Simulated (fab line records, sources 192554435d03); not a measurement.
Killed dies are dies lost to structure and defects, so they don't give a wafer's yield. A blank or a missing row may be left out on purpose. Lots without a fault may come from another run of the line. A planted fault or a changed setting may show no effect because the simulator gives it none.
Split-lot experiment | flow n5_finfet | 7 lots, 21 wafers read, on a route of 1938 steps

THE SPLIT
At N5_MOL_CONTACT_COAG_EXPOSE_05 (exposes mask CA, defocus 0 nm), the setting dose_mj was moved away from the recipe's 38.25 on 5 of the 21 wafers read, by -5.4% to +2.7%. The other wafers ran this setting at the recipe's value.

FROM THE SPLIT TO THE READING: what the file shows between them, 4 steps
- N5_MOL_CONTACT_COAG_PEB_06: peb time 60 s
- N5_MOL_CONTACT_COAG_DEVELOP_07: develop time 30 s
- N5_MOL_CONTACT_COAG_DESCUM_13: chemistry O2, time 7 s
- N5_MOL_CONTACT_COAG_ETCH_59: etches underlayer in N2/H2, target depth 13 nm, time 10.4 s

THE READING
MOL_CONTACT_COAG.cd_offset_nm (the simulator's own value, which no gauge read), in nm, at N5_MOL_CONTACT_COAG_ETCH_105 (etches SiARC in CF4, target depth 15.6 nm, time 26 s). The file gives no usual value for it. The 16 wafers here that ran the recipe average -0.2 nm, standard deviation 0.15 nm.

wafer  | tool, chamber at the split | dose_mj as run | against the recipe | MOL_CONTACT_COAG.cd_offset_nm, nm | against lot-mates on the recipe
L080.2 | euv_scanner-01, 0          | 38.25          | recipe             | 0                                 | -
L080.6 | euv_scanner-01, 0          | 38.25          | recipe             | 0                                 | -
L080.3 | euv_scanner-01, 0          | 38.25          | recipe             | -0.4                              | -
L083.4 | euv_scanner-01, 0          | 38.25          | recipe             | 0                                 | -
L083.5 | euv_scanner-01, 0          | 39.27          | +2.7%              | 0.4                               | +0.4
L083.6 | euv_scanner-01, 0          | 39.27          | +2.7%              | 0.6                               | +0.6
L084.1 | euv_scanner-01, 0          | 38.25          | recipe             | -0.2                              | -
L084.2 | euv_scanner-01, 0          | 38.25          | recipe             | -0.2                              | -
L084.4 | euv_scanner-01, 0          | 38.25          | recipe             | 0                                 | -
L085.1 | euv_scanner-01, 0          | 38.25          | recipe             | -0.4                              | -
L085.3 | euv_scanner-01, 0          | 38.25          | recipe             | -0.4                              | -
L085.4 | euv_scanner-01, 0          | 38.25          | recipe             | 0                                 | -
L086.1 | euv_scanner-01, 0          | 38.25          | recipe             | 0                                 | -
L086.2 | euv_scanner-01, 0          | 38.25          | recipe             | -0.2                              | -
L086.5 | euv_scanner-01, 0          | 36.19          | -5.4%              | -1.4                              | -1.3
L088.3 | euv_scanner-01, 0          | 39.03          | +2.0%              | 0.8                               | +0.8
L088.4 | euv_scanner-01, 0          | 38.25          | recipe             | 0                                 | -
L088.6 | euv_scanner-01, 0          | 39.03          | +2.0%              | 0.4                               | +0.4
L092.2 | euv_scanner-02, 0          | 38.25          | recipe             | -0.2                              | -
L092.3 | euv_scanner-02, 0          | 38.25          | recipe             | -0.2                              | -
L092.5 | euv_scanner-02, 0          | 38.25          | recipe             | -0.2                              | -

THE FIT
A straight line over all 21 wafers: MOL_CONTACT_COAG.cd_offset_nm changes by +0.255 nm for each +1% of dose_mj; r = +0.92; the points scatter about the line by 0.17 nm.
The same after taking each lot's own level away (the mean of its wafers on the recipe; 21 wafers): +0.235 nm for each +1%; r = +0.93; scatter 0.15 nm.
On that fit, the largest move of dose_mj shifts the reading by 1.3 nm.
The lots' own levels span -0.27 to 0.00 nm, that is 1.8 times the standard deviation above.
So the lot-to-lot level changes the slope little: the two slopes agree.
Check: with one of the wafers moved furthest among these (-5.4%) left out of the fit, the line predicts -1.21 nm for it against its lot-mates. It came out at -1.3 nm against them.

OTHER SPLITS ON THESE WAFERS
These wafers also went through other splits before the reading. Each is held against what the fit with the lots' levels taken away leaves over:
other split on the same wafers         | wafers away from the commonest value | r with MOL_CONTACT_COAG.cd_offset_nm (lot level and that fit taken away)
N5_WELL_APT_COAT_02 spin_rpm           | 3                                    | +0.28
N5_PMOS_HMC_CHANNEL_EPI_ETCH_32 bias_w | 10                                   | -0.43
N5_FIN_CUT_EXPOSE_05 dose_mj           | 6                                    | +0.25
N5_DUMMY_GATE_EXPOSE_12 dose_mj        | 6                                    | +0.03
N5_DUMMY_GATE_DESCUM_20 time_s         | 11                                   | +0.37
N5_ILD0_CMP_03 down_force_psi          | 8                                    | -0.10
N5_SDB_CUT_ETCH_26 icp_w               | 6                                    | +0.24
N5_MOL_CONTACT_COAG_COAT_104 spin_rpm  | 6                                    | -0.28

THE FILE'S OWN FIT
MOL_CONTACT_COAG.cd_offset_nm changes by +0.237 nm for each +1% of dose_mj, r = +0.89.
